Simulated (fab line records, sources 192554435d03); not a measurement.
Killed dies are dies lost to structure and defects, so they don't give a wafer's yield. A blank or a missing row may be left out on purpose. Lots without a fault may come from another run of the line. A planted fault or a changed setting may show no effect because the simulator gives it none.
Chamber matching | flow n5_finfet | N5_BEOL_M12_ETCH_68 on rie_diel-06: 4 sister chambers
The step etches SOC in N2/H2, time 285 s. 8 wafers are shown with their chamber, then 11 later ones without.

WAFERS WITH THEIR CHAMBER
wafer  | chamber | drypump_motor_current_A (A) | throttle_valve_pct (%)
L079.3 | 1       | 6.2                         | 17.96
L085.4 | 3       | 5.1                         | 17.61
L084.4 | 1       | 6.2                         | 17.55
L084.6 | 2       | 5.2                         | 17.68
L087.1 | 2       | 5.3                         | 17.70
L087.2 | 0       | 5.3                         | 18.18
L087.3 | 3       | 5.1                         | 17.60
L091.1 | 0       | 5.3                         | 18.19

WAFERS WITHOUT THEIR CHAMBER
wafer  | drypump_motor_current_A (A) | throttle_valve_pct (%)
L091.3 | 5.3                         | 17.69
L091.6 | 5.3                         | 17.70
L092.1 | 5.2                         | 17.70
L092.4 | 5.4                         | 18.20
L092.5 | 5.1                         | 17.63
L095.2 | 6.2                         | 17.59
L095.4 | 5.3                         | 17.71
L095.5 | 5.3                         | 18.19
L097.2 | 5.3                         | 17.72
L097.3 | 6.2                         | 17.60
L097.5 | 5.1                         | 17.64

WHICH CHAMBER EACH WENT THROUGH
wafer  | from the rows above     | in truth
L091.3 | can't be placed: 2 or 0 | 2
L091.6 | can't be placed: 2 or 0 | 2
L092.1 | can't be placed: 2 or 3 | 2
L092.4 | 0                       | 0
L092.5 | 3                       | 3
L095.2 | 1                       | 1
L095.4 | can't be placed: 2 or 0 | 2
L095.5 | 0                       | 0
L097.2 | can't be placed: 2 or 0 | 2
L097.3 | 1                       | 1
L097.5 | 3                       | 3
Placed correctly: 6 of 11. Can't be placed from these rows: 5 (the true chamber is among the candidates in 5). Placed wrongly: 0.
How it was worked out, from the rows above alone: a wafer's distance from a chamber is the root of the sum, over the readings, of the square of ((its reading less the chamber's mean) divided by the reading's scatter). The wafer belongs to the nearest chamber; if the next one is less than 2 further off, it can't be placed. A chamber's mean is the mean of its shown wafers. The scatter: the root of (the sum of the squares of (reading less its chamber's mean) over the shown wafers, divided by (wafers less chambers)).
